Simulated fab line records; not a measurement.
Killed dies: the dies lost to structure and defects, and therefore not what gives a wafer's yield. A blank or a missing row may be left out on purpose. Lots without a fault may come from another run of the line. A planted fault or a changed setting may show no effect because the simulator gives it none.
What tool caused it? -- flow nand harc -- 11 lots with 33 wafers sampled at 5 steps, on a route of 1159 steps

== WHAT THE GAUGES SHOWED, per wafer ==
NHARC_END_SORT_01.
lot,measured,on,killed at array
L520,day 21 05:14,prober-01,672 672 675
L519,day 21 12:53,prober-02,669 673 674

== WHAT TOOL EACH LOT RAN ON (gives the tool, then ch and the chambers of the sampled wafers, and finally the start) ==
lot,NHARC_A_CHANNEL_HOLE_D1_ETCH_20,NHARC_A_CHANNEL_HOLE_D1_STRIP_27,NHARC_A_CHANNEL_FILL_D1_ALD_02,NHARC_A_CHANNEL_FILL_D1_STRIP_28
L518,"har etch-01 ch 0,1, day 8 21:36","rie diel-04 ch 1,2, day 9 03:57 or earlier","ald hk-03 ch 1,2, day 9 03:57","rie diel-07 ch 0,1,3, day 10 03:55"
L517,"har etch-02 ch 0,1, day 8 22:56","rie diel-02 ch 0,2,3, day 9 04:38 or earlier","ald hk-03 ch 2,3, day 9 04:38","rie diel-08 ch 1,2,3, day 10 03:53"
L520,"har etch-01 ch 0,1, day 9 16:25","rie diel-12 ch 1,2,3, day 9 22:21 or earlier","ald hk-03 ch 0,1,2, day 9 22:21","rie diel-08 ch 1,3, day 11 01:05"
L519,"har etch-02 ch 0,1, day 9 16:45","rie diel-02 ch 0,1,2, day 9 23:05 or earlier","ald hk-02 ch 0,1,2, day 9 23:05","rie diel-03 ch 1,3, day 11 01:05"
L523,"har etch-01 ch 0,1, day 10 05:15","rie diel-02 ch 0,2, day 10 11:55 or earlier","ald hk-03 ch 2,3, day 10 11:55","rie diel-03 ch 0,1,2, day 11 12:49"
L524,"har etch-02 ch 0,1, day 10 22:34","rie diel-04 ch 0,1, day 11 04:57 or earlier","ald hk-02 ch 0,1,2, day 11 04:57","rie diel-07 ch 1,2, day 12 05:39"
L529,"har etch-02 ch 0,1, day 12 03:56","rie diel-02 ch 0,2, day 12 10:37 or earlier","ald hk-03 ch 0,1,3, day 12 10:37","rie diel-07 ch 1,2,3, day 13 10:15"
L532,"har etch-02 ch 0,1, day 12 08:08","rie diel-12 ch 1,3, day 12 14:05 or earlier","ald hk-02 ch 0,1,2, day 12 14:05","rie diel-07 ch 1,2,3, day 13 15:32"
L533,"har etch-01 ch 0,1, day 12 19:11","rie diel-02 ch 1,2,3, day 13 00:58 or earlier","ald hk-03 ch 0,2,3, day 13 00:58","rie diel-03 ch 0,1,3, day 14 01:13"
L537,"har etch-01 ch 0,1, day 13 15:53","rie diel-02 ch 0,1,2, day 13 22:00 or earlier","ald hk-03 ch 0,1,3, day 13 22:00","rie diel-03 ch 0,1,2, day 15 00:18"
L536,"har etch-02 ch 0,1, day 13 21:10","rie diel-02 ch 0,2,3, day 14 02:56 or earlier","ald hk-01 ch 2,3, day 14 02:56","rie diel-08 ch 0,1,3, day 15 03:05"
- NHARC_A_CHANNEL_HOLE_D1_ETCH_20: etches the open film in C4F8/O2/Ar, time 361.9 s, target depth 1600 nm.
- NHARC_A_CHANNEL_HOLE_D1_STRIP_27: strips in O2.
- NHARC_A_CHANNEL_FILL_D1_ALD_02: deposits SiO2, target thk 6 nm, pulse time 10 s, ald cycles 60.
- NHARC_A_CHANNEL_FILL_D1_STRIP_28: strips in O2, time 20 s.

== THE ANSWER, worked out from the rows above alone ==
Rule: usual is defined by the lots themselves. Put in order of their means at a reading, lots are off if they are a third of the lots or fewer, leave a main group of 4 or more, and stand apart from it by a gap of 3 or more times the standard deviation of the main group's means; of several such gaps the widest counts. A main group is skipped when, at the precision printed for the reading in the tables above, its means are all equal. A lot without any number at a reading at which 4 lots or more have one is off too. Any other lot the step has rows for is counted as sound.
None of the lots is off at any reading shown; this tells nothing.

== WHAT WAS PUT IN BY THE SIMULATOR ==
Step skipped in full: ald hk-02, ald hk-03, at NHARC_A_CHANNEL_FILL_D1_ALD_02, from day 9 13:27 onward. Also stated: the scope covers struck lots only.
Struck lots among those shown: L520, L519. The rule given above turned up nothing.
